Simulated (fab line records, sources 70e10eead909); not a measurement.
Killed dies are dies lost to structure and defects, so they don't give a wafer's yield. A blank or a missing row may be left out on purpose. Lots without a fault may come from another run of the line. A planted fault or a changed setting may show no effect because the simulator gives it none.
Problem report in the 8D (eight disciplines) form, filled by code | flow nand_harc | the parts of the form that need people (team, actions taken, sign-off) are left out

1. THE PROBLEM
cd_nm at NHARC_A_BLC_CD_MEAS_10 reads a mean of 39.7 nm on 6 wafers of 2 lots; wafers without a fault read 100.0 nm with a standard deviation of 0.53. That is -99 or more standard deviations from the usual mean.
The step: target cd 100 nm.
First seen on wafer L621.1, day 26 10:53, on cd_sem-03. The record holds 30 wafers of 10 lots with a number at this step. Rule for "out", or "out of limits": more than 4 standard deviations from the usual mean. The other wafers with a number count as sound.

2. WHAT IT IS AND WHAT IT IS NOT
question                    | is                     | is not
which readings at this step | cd_nm                  | -
which lots                  | L621, L622             | L610, L625, L626, L628, L630, L631, L632, L633
which wafers of those lots  | all that have a number | -
read on which gauges        | cd_sem-03              | cd_sem-01, cd_sem-02
when                        | from day 26 10:53      | up to then (3 sound wafers); but 21 sound wafers of L625, L626, L628, L630, L631, L632, L633 came after

3. SUSPECTS, AND WHAT RULES EACH OUT
Counting: a tool at a process step up to the reading stays a suspect if it ran every lot that is out and no sound lot after the first of them.
- the gauge at NHARC_A_BLC_CD_MEAS_10: ruled out. All the wafers that are out were read on cd_sem-03, but those of them that NHARC_A_BLC_PEB_08 has rows for are out there too, on other tools.
- litho_track-04 at NHARC_A_BLC_PEB_08 (peb time 65 s): ruled out as a lasting fault. Sound lots L630, L632 ran on it after its first lot that is out, L621 (day 26 10:48).
Left after counting: nothing in the record.

4. THE CAUSE (what the simulator had put in)
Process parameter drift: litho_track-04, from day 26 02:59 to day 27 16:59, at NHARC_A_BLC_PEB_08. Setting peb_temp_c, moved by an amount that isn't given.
Counting ruled it out, wrongly: the rule takes a fault to strike every lot that its tool runs from its start on, and this one did not.

5. THE CHAIN OF EFFECTS, in route order
Each row: a reading whose mean over the struck wafers that have a number lies more than 3 standard deviations from the usual. Only readings for which the record gives a usual standard deviation are gone through. hours: the time from each lot's start at the first step in this table that gives one to its start at this step, as a median over the lots. sigmas: the change in usual standard deviations.
hours | step                   | reading              | usual    | on struck wafers | change | sigmas
0     | NHARC_A_BLC_PEB_08     | heater_power_total_W | 156.6 W  | 130.8            | -25.8  | -63
0     | NHARC_A_BLC_PEB_08     | plate_temp_C         | 100.00 C | 87.95            | -12.05 | -93
0     | NHARC_A_BLC_CD_MEAS_10 | cd_nm                | 100.0 nm | 39.7             | -60.3  | -99 or more
1     | NHARC_A_BLC_CD_MEAS_19 | cd_nm                | 100.6 nm | 41.4             | -59.2  | -39
45    | NHARC_END_SORT_01      | killed_at_array      | 52       | 671              | +619   | +31
45    | NHARC_END_SORT_01      | killed_dies          | 57       | 677              | +620   | +31
The process steps in it:
- NHARC_A_BLC_PEB_08: peb time 65 s.

6. WHAT WOULD HAVE CAUGHT IT SOONER
In this record the first reading out of limits at a measuring or inspecting step was taken at day 26 10:53, 8 hours after the fault began at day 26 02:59.
The tool's own readings at NHARC_A_BLC_PEB_08 were out on every struck wafer that the step has a row for (heater_power_total_W, plate_temp_C): an alarm limit on them would have fired on the first of those.
